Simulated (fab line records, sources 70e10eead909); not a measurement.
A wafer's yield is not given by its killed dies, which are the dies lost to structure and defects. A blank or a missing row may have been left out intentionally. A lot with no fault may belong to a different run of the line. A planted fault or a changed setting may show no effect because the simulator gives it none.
Chamber matching :: flow nandHarc :: 3 sister chambers for NHARC_A_M0_PRE_CLEAN_31 on pecvd-04
The step time 12 s. 3 wafers are shown with their chamber, then 11 later ones without.

WAFERS PAIRED WITH THEIR CHAMBERS
wafer: L088.4
chamber: 2
heaterPowerW (W): 550

wafer: L088.6
chamber: 0
heaterPowerW (W): 675

wafer: L095.2
chamber: 1
heaterPowerW (W): 620

WAFERS WITH NO CHAMBER GIVEN
wafer: L095.4
heaterPowerW (W): 653

wafer: L095.6
heaterPowerW (W): 681

wafer: L089.1
heaterPowerW (W): 715

wafer: L089.3
heaterPowerW (W): 571

wafer: L089.6
heaterPowerW (W): 701

wafer: L094.1
heaterPowerW (W): 685

wafer: L094.4
heaterPowerW (W): 652

wafer: L094.6
heaterPowerW (W): 684

wafer: L097.1
heaterPowerW (W): 743

wafer: L097.2
heaterPowerW (W): 738

wafer: L097.6
heaterPowerW (W): 743

WHICH CHAMBER EACH ONE RAN IN
wafer: L095.4
from the rows above: can't be placed: 0 or 1
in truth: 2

wafer: L095.6
from the rows above: can't be placed: 0 or 1
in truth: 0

wafer: L089.1
from the rows above: can't be placed: 0 or 1
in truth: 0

wafer: L089.3
from the rows above: can't be placed: 2 or 1
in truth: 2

wafer: L089.6
from the rows above: can't be placed: 0 or 1
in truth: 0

wafer: L094.1
from the rows above: can't be placed: 0 or 1
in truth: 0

wafer: L094.4
from the rows above: can't be placed: 0 or 1 or 2
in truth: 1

wafer: L094.6
from the rows above: can't be placed: 0 or 1
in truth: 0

wafer: L097.1
from the rows above: can't be placed: 0 or 1
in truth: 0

wafer: L097.2
from the rows above: can't be placed: 0 or 1
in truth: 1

wafer: L097.6
from the rows above: can't be placed: 0 or 1
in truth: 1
Correctly placed: 0 of 11. Can't be placed from these rows: 11 (the true chamber is among the candidates in 10). Placed wrongly: 0.
How it was worked out, from the rows above alone: a wafer's distance from a chamber is the root of the sum, over the readings, of the square of ((its reading less the chamber's mean) divided by the reading's scatter). If the next closest chamber is less than 2 further off than the closest, the wafer can't be placed; otherwise it belongs to the closest. A chamber's mean is the mean of its shown wafers. The scatter (one wafer shown for each chamber): square how far every hidden wafer sits from the nearest shown wafer, average those squares and take the square root.
